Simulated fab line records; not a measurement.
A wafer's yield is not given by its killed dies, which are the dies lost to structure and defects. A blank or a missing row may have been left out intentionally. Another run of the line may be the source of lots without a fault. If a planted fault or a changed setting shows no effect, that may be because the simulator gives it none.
2 desks, one fault / flow n5 finfet / each desk holds nothing but its own numbers, with what lay behind them at the end

TOOL OWNER'S DESK, euv scanner-01
The tool's own readings at N5_DUMMY_GATE_EXPOSE_12 (exposes mask GATE, target cd 25 nm): means of the sampled wafers that have a number, for each lot that ran on this tool. The brackets show how far a lot's mean lies from the usual mean; more than 4 standard deviations puts the lot out of limits, marked OUT.
Columns: A = stage msd nm at N5_DUMMY_GATE_EXPOSE_12, usual 0.84 nm
lot=L380; first seen here=day 3 12:11; A=0.88
lot=L385; first seen here=day 4 17:16; A=0.89
lot=L386; first seen here=day 5 00:25; A=0.89
lot=L390; first seen here=day 5 22:37; A=0.90
lot=L398; first seen here=day 7 22:33; A=0.91
lot=L399; first seen here=day 8 03:38; A=0.91
lot=L401; first seen here=day 8 15:35; A=0.91
This desk's finding: nothing out of limits on any of the 7 lots.

THE METROLOGY DESK
What the gauges read for every lot (on any tool): the sampled wafers with a number, averaged. The brackets show how far a lot's mean lies from the usual mean; more than 4 standard deviations puts the lot out of limits, marked OUT. It has 11 readings, of which 7 appear: the earliest out of limits, and the ones furthest out on some lot.
Columns: A = GATE_OVL at N5_DUMMY_GATE_OVL_MEAS_16, usual -0.2 nm; B = DIBL_P at N5_BEOL_M4_RC_MEAS_101, usual 37 mV/V; C = IOFF_N at N5_BEOL_M4_RC_MEAS_101, usual 0.18 nA/um; D = IOFF_P at N5_BEOL_M4_RC_MEAS_101, usual 0.21 nA/um; E = SS_N at N5_BEOL_M4_RC_MEAS_101, usual 72.1 mV/dec; F = SS_P at N5_BEOL_M4_RC_MEAS_101, usual 73.4 mV/dec; G = VT_N at N5_BEOL_M4_RC_MEAS_101, usual 250 mV
lot=L378; first seen here=day 2 23:53; A=0.2; B=41; C=0.21; D=0.26; E=72.2; F=74.2; G=246
lot=L380; first seen here=day 3 12:22; A=0.4; B=35; C=0.16; D=0.21; E=72.1; F=72.7; G=251
lot=L381; first seen here=day 3 15:35; A=-0.1; B=38; C=0.20; D=0.24; E=72.2; F=73.4; G=247
lot=L385; first seen here=day 4 17:26; A=-0.1; B=34; C=0.13; D=0.19; E=71.9; F=72.5; G=254
lot=L386; first seen here=day 5 00:35; A=0.5; B=34; C=0.16; D=0.19; E=71.3; F=72.7; G=252
lot=L390; first seen here=day 5 22:47; A=-0.6; B=38; C=0.19; D=0.21; E=72.2; F=73.3; G=248
lot=L398; first seen here=day 7 22:43; A=0.1; B=38; C=0.22; D=0.22; E=72.9; F=74.3; G=248
lot=L399; first seen here=day 8 03:48; A=6.7 (+11) OUT; B=36; C=0.17; D=0.18; E=71.8; F=73.2; G=248
lot=L401; first seen here=day 8 15:45; A=5.8 (+9.6) OUT; B=37; C=0.16; D=0.19; E=71.5; F=73.4; G=252
This desk reports L399, L401 out of limits; the earliest was L399 at day 8 03:48 (GATE_OVL at N5_DUMMY_GATE_OVL_MEAS_16). L378, L380, L381, L385, L386, L390, L398 stayed within limits.

PUT TOGETHER
At day 8 03:48 the metrology desk could have sounded an alarm, on L399, L401.
Nothing out of limits was seen by the tool owner's desk.
On record at the tool owner's desk: L399, L401, within its limits.
Every lot named ran N5_DUMMY_GATE_EXPOSE_12 on euv scanner-01.

WHAT THE SIMULATOR PUT IN
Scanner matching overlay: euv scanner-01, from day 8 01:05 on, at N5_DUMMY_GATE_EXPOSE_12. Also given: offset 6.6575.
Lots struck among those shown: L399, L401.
Per desk, hours elapsed from the start of the fault to the first reading out of limits: for the metrology desk, 3.
